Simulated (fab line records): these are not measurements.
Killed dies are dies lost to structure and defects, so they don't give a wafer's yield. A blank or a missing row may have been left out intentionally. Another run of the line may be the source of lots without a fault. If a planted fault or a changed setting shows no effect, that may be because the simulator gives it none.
Chamber matching || flow n5-finfet || N5_FIN_SAQP_ETCH_34 on rie-diel-06 has 4 sister chambers
The step etches SiO2 in C4F6/O2, target depth 45 nm, time 15 s. 20 wafers are shown with their chamber, then 10 later ones without.

WAFERS PAIRED WITH THEIR CHAMBERS
{"wafer": "L078.3", "chamber": 0, "throttle-valve-pct (%)": 21.00, "showerhead-plenum-p-Torr (Torr)": 2.76, "rf-vpp-V (V)": 680}
{"wafer": "L078.4", "chamber": 1, "throttle-valve-pct (%)": 20.89, "showerhead-plenum-p-Torr (Torr)": 2.79, "rf-vpp-V (V)": 656}
{"wafer": "L078.6", "chamber": 2, "throttle-valve-pct (%)": 21.05, "showerhead-plenum-p-Torr (Torr)": 2.91, "rf-vpp-V (V)": 682}
{"wafer": "L079.2", "chamber": 2, "throttle-valve-pct (%)": 21.04, "showerhead-plenum-p-Torr (Torr)": 2.91, "rf-vpp-V (V)": 681}
{"wafer": "L079.3", "chamber": 3, "throttle-valve-pct (%)": 21.65, "showerhead-plenum-p-Torr (Torr)": 2.82, "rf-vpp-V (V)": 662}
{"wafer": "L079.4", "chamber": 3, "throttle-valve-pct (%)": 21.65, "showerhead-plenum-p-Torr (Torr)": 2.82, "rf-vpp-V (V)": 662}
{"wafer": "L082.1", "chamber": 3, "throttle-valve-pct (%)": 21.66, "showerhead-plenum-p-Torr (Torr)": 2.81, "rf-vpp-V (V)": 664}
{"wafer": "L082.3", "chamber": 2, "throttle-valve-pct (%)": 21.04, "showerhead-plenum-p-Torr (Torr)": 2.91, "rf-vpp-V (V)": 681}
{"wafer": "L082.4", "chamber": 0, "throttle-valve-pct (%)": 21.04, "showerhead-plenum-p-Torr (Torr)": 2.76, "rf-vpp-V (V)": 679}
{"wafer": "L083.3", "chamber": 1, "throttle-valve-pct (%)": 20.88, "showerhead-plenum-p-Torr (Torr)": 2.78, "rf-vpp-V (V)": 654}
{"wafer": "L083.5", "chamber": 0, "throttle-valve-pct (%)": 21.02, "showerhead-plenum-p-Torr (Torr)": 2.76, "rf-vpp-V (V)": 680}
{"wafer": "L083.6", "chamber": 1, "throttle-valve-pct (%)": 20.89, "showerhead-plenum-p-Torr (Torr)": 2.78, "rf-vpp-V (V)": 654}
{"wafer": "L085.2", "chamber": 0, "throttle-valve-pct (%)": 21.01, "showerhead-plenum-p-Torr (Torr)": 2.76, "rf-vpp-V (V)": 679}
{"wafer": "L085.3", "chamber": 1, "throttle-valve-pct (%)": 20.90, "showerhead-plenum-p-Torr (Torr)": 2.78, "rf-vpp-V (V)": 654}
{"wafer": "L085.4", "chamber": 3, "throttle-valve-pct (%)": 21.68, "showerhead-plenum-p-Torr (Torr)": 2.81, "rf-vpp-V (V)": 663}
{"wafer": "L087.1", "chamber": 1, "throttle-valve-pct (%)": 20.90, "showerhead-plenum-p-Torr (Torr)": 2.78, "rf-vpp-V (V)": 653}
{"wafer": "L087.3", "chamber": 0, "throttle-valve-pct (%)": 21.03, "showerhead-plenum-p-Torr (Torr)": 2.76, "rf-vpp-V (V)": 680}
{"wafer": "L087.6", "chamber": 1, "throttle-valve-pct (%)": 20.91, "showerhead-plenum-p-Torr (Torr)": 2.78, "rf-vpp-V (V)": 653}
{"wafer": "L089.2", "chamber": 2, "throttle-valve-pct (%)": 21.08, "showerhead-plenum-p-Torr (Torr)": 2.90, "rf-vpp-V (V)": 681}
{"wafer": "L089.5", "chamber": 1, "throttle-valve-pct (%)": 20.91, "showerhead-plenum-p-Torr (Torr)": 2.78, "rf-vpp-V (V)": 654}

SIGNATURES (averages over the wafers above)
{"reading": "throttle-valve-pct", "chamber 0": 21.0200, "chamber 1": 20.8971, "chamber 2": 21.0525, "chamber 3": 21.6600, "scatter within a chamber": 0.0146}
{"reading": "showerhead-plenum-p-Torr", "chamber 0": 2.7600, "chamber 1": 2.7814, "chamber 2": 2.9075, "chamber 3": 2.8150, "scatter within a chamber": 0.00404}
{"reading": "rf-vpp-V", "chamber 0": 679.60, "chamber 1": 654.00, "chamber 2": 681.25, "chamber 3": 662.75, "scatter within a chamber": 0.818}
Rule: a wafer lies at a distance from a chamber equal to the root of the sum of squares, over the readings, of (its reading less the chamber's mean, divided by the reading's scatter). If the next closest chamber is less than 2 further off than the closest, the wafer can't be placed; otherwise it belongs to the closest. The scatter: the root of (the sum of the squares of (reading less its chamber's mean) over the shown wafers, divided by (wafers less chambers)).

WAFERS WHOSE CHAMBER IS MISSING
{"wafer": "L089.6", "throttle-valve-pct (%)": 21.07, "showerhead-plenum-p-Torr (Torr)": 2.90, "rf-vpp-V (V)": 681}
{"wafer": "L094.1", "throttle-valve-pct (%)": 21.06, "showerhead-plenum-p-Torr (Torr)": 2.75, "rf-vpp-V (V)": 679}
{"wafer": "L094.5", "throttle-valve-pct (%)": 21.30, "showerhead-plenum-p-Torr (Torr)": 2.81, "rf-vpp-V (V)": 662}
{"wafer": "L094.6", "throttle-valve-pct (%)": 21.05, "showerhead-plenum-p-Torr (Torr)": 2.75, "rf-vpp-V (V)": 679}
{"wafer": "L096.1", "throttle-valve-pct (%)": 21.08, "showerhead-plenum-p-Torr (Torr)": 2.75, "rf-vpp-V (V)": 680}
{"wafer": "L096.2", "throttle-valve-pct (%)": 21.30, "showerhead-plenum-p-Torr (Torr)": 2.80, "rf-vpp-V (V)": 662}
{"wafer": "L096.4", "throttle-valve-pct (%)": 21.11, "showerhead-plenum-p-Torr (Torr)": 2.90, "rf-vpp-V (V)": 680}
{"wafer": "L097.2", "throttle-valve-pct (%)": 20.51, "showerhead-plenum-p-Torr (Torr)": 2.77, "rf-vpp-V (V)": 654}
{"wafer": "L097.3", "throttle-valve-pct (%)": 21.09, "showerhead-plenum-p-Torr (Torr)": 2.89, "rf-vpp-V (V)": 680}
{"wafer": "L097.5", "throttle-valve-pct (%)": 21.30, "showerhead-plenum-p-Torr (Torr)": 2.80, "rf-vpp-V (V)": 662}

WHICH CHAMBER EACH WENT THROUGH
{"wafer": "L089.6", "from the rows above": 2, "in truth": 2}
{"wafer": "L094.1", "from the rows above": 0, "in truth": 0}
{"wafer": "L094.5", "from the rows above": 3, "in truth": 3}
{"wafer": "L094.6", "from the rows above": 0, "in truth": 0}
{"wafer": "L096.1", "from the rows above": 0, "in truth": 0}
{"wafer": "L096.2", "from the rows above": 3, "in truth": 3}
{"wafer": "L096.4", "from the rows above": 2, "in truth": 2}
{"wafer": "L097.2", "from the rows above": 1, "in truth": 1}
{"wafer": "L097.3", "from the rows above": 2, "in truth": 2}
{"wafer": "L097.5", "from the rows above": 3, "in truth": 3}
Correctly placed: 10 of 10. Left unplaced by these rows: 0. Number placed wrongly: 0.
